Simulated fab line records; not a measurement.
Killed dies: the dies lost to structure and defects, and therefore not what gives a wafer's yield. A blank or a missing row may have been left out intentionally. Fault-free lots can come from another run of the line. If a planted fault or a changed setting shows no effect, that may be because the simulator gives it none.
Comparing a struck lot with a sound one | flow n5Finfet | 40 out of 1938 route steps
Sound: the wafers L132.4, L132.5, L132.6. Struck: wafer L137.4. (L137.6 of the same lot was not struck and is left out.) The cause comes at the end.
Per side, at each step with rows, come the tool, then ch with its chambers, and then its first start. Under that, the readings that differ: sound wafers | struck wafers | difference of the means | sigmas: that difference in standard deviations of wafers without a fault.
alike: a reading whose means differ by less than 2 such deviations, as well as words and numbers matching on both sides. not compared: withheld readings; readings where some wafer has no value; bounds like >300 that might hide an equal value; numbers whose values overlap and for which the record gives no deviation.
A row with sigmas, a row that says differs or no value, or rows on one side alone: a step with any of these is where the two part. When numbers do not overlap yet have no deviation, they are printed without sigmas and do not part them. A reading that every wafer of one side lacks parts them only if that side has two wafers or more.

first, 11 steps without rows for these wafers: N5_BEOL_M0_SAQP_SPACER1_ETCHBACK_99 (etches SiO2 in CHF3/O2, target depth 15.4 nm, time 7.7 s); N5_BEOL_M0_SAQP_MANDREL1_REMOVE_100 (chemistry HBr/Cl2/O2, target a-Si, stops on SiNx, bt time 10 s); N5_BEOL_M0_SAQP_ETCH_101 (etches SiNx in CH3F/O2, target depth 29.9 nm, time 42.7 s); N5_BEOL_M0_SAQP_ETCH_102 (etches SiO2 in CF4, target depth 4 nm, time 4.4 s); N5_BEOL_M0_SAQP_MANDREL_ETCH_103 (etches a-Si in HBr/Cl2, stops on SiCN, target depth 45 nm, bt time 10 s, time 27 s); N5_BEOL_M0_SAQP_RECESS_104 (chemistry HF/NH3, target SiO2, target depth 18 nm, afs cycles 3, sublimation time 60 s); N5_BEOL_M0_SAQP_COAT_105 (time 60 s, resist thk 100 nm); N5_BEOL_M0_SAQP_ETCH_106 (etches SOC in N2/H2, stops on SiNx, target depth 150 nm); N5_BEOL_M0_SAQP_ETCH_107 (etches SiNx in CH3F/O2, target depth 30 nm); N5_BEOL_M0_SAQP_STRIP_108 (strips in N2/H2); N5_BEOL_M0_SAQP_RECESS_109 (chemistry HF/NH3, target SiO2, target depth 3 nm, afs cycles 1, sublimation time 60 s).
N5_BEOL_M0_SAQP_SPACER2_ALD_26: deposits SiO2, target thk 15 nm, pulse time 1 s, purge time 2 s.
  sound on aldSin-02 ch 1,2, day 8 09:57; struck on aldSin-02 ch 2, day 9 10:14
reading                                              | sound    | struck | difference | sigmas
model.SiO2_of_BEOL_M0_SAQP_SPACER2_ALD_26.thkNm (nm) | 15 15 15 | 21.8   | +6.8       | 
  alike: heaterPowerW, precursorPulseHeightRel
then, 1 step without rows for these wafers: N5_BEOL_M0_SAQP_SPACER2_ETCHBACK_27 (etches SiO2 in CHF3/O2, target depth 22.5 nm, time 11.25 s).
N5_BEOL_M0_SAQP_MANDREL2_REMOVE_110: chemistry HBr/Cl2/O2, target a-Si, stops on SiCN, bt time 10 s.
  sound on rieSi-02 ch 1,2, day 8 10:35; struck on rieSi-06 ch 2, day 9 10:52
reading                                              | sound          | struck | difference | sigmas
model.BEOL_M0_SAQP.cdNm (nm)                         | 15.2 14.8 15   | 21.6   | +6.6       | 
model.SiO2_of_BEOL_M0_SAQP_SPACER2_ALD_26.thkNm (nm) | 10.6 10.6 10.6 | 17.4   | +6.8       | 
  alike: drypumpMotorCurrentA, oesProductAu, throttleValvePct
  not compared: rfHoursCounterH
N5_BEOL_M0_SAQP_CD_MEAS_29 targets a cd of 14.4 nm.
  sound on cdSem-02 ch 0, day 8 10:42; struck on cdSem-02 ch 0, day 9 10:59
reading   | sound             | struck | difference | sigmas
cdNm (nm) | 15.40 14.84 15.23 | 21.61  | +6.45      | +26
then, 23 steps without rows for these wafers: N5_BEOL_M0_SAQP_COAT_69 (time 60 s, resist thk 90 nm); N5_BEOL_M0_SAQP_COAT_72 (time 60 s, resist thk 15 nm); N5_BEOL_M0_SAQP_COAT_87 (time 60 s, resist thk 5 nm); N5_BEOL_M0_SAQP_COAT_34 (resist thk 30 nm); N5_BEOL_M0_SAQP_EBR_36; N5_BEOL_M0_SAQP_SOFTBAKE_35 (time 60 s); N5_BEOL_M0_SAQP_EXPOSE_37 (exposes mask M0 CUT1, target cd 30 nm); N5_BEOL_M0_SAQP_PEB_38 (peb time 60 s); N5_BEOL_M0_SAQP_DEVELOP_39 (develop time 30 s); N5_BEOL_M0_SAQP_DESCUM_45 (chemistry O2, time 7 s); N5_BEOL_M0_SAQP_ETCH_88 (etches underlayer in N2/H2, target depth 6.5 nm, time 5.2 s); N5_BEOL_M0_SAQP_ETCH_73 (etches SiARC in CF4, target depth 19.5 nm, time 32.5 s); N5_BEOL_M0_SAQP_CUT_ETCH_46 (etches SOC in N2/H2, target depth 135 nm, overetch 27 nm, time 202.5 s); N5_BEOL_M0_SAQP_STRIP_74 (strips in N2/H2); N5_BEOL_M0_SAQP_STRIP_89 (strips in N2/H2); N5_BEOL_M0_SAQP_ALD_48 (deposits SiO2, target thk 20 nm, pulse time 1 s, co reactant pulse time 1 s); N5_BEOL_M0_SAQP_ETCH_49 (etches SiO2 in CF4/O2, target depth 37 nm); N5_BEOL_M0_SAQP_STRIP_75 (strips in CF4); N5_BEOL_M0_CUTY_COAT_50 (time 60 s, resist thk 15 nm); N5_BEOL_M0_CUTY_COAT_51 (resist thk 150 nm); N5_BEOL_M0_CUTY_EBR_52; N5_BEOL_M0_CUTY_SOFTBAKE_53 (time 60 s); N5_BEOL_M0_CUTY_EXPOSE_54 (exposes mask M0 ABLK).
N5_BEOL_M4_RC_MEAS_101:
  the record has rows for the sound wafers here (prober-02 ch 0, day 10 00:35) and none for the struck ones
-- record jumps: 6 days separate the struck wafers' starts on either side; left off in module BEOL_M4, taken up again in module PASSIVATION, whose first shown step is the route's number 1936 --
N5_PASSIVATION_PROBE_49:
  record: rows for the struck wafers here (prober-01, day 15 17:13), none for the sound ones

WHERE THEY PART
At N5_BEOL_M0_SAQP_CD_MEAS_29 first; at N5_PASSIVATION_PROBE_49 last (within this record only).

WHY: what the simulator had put in
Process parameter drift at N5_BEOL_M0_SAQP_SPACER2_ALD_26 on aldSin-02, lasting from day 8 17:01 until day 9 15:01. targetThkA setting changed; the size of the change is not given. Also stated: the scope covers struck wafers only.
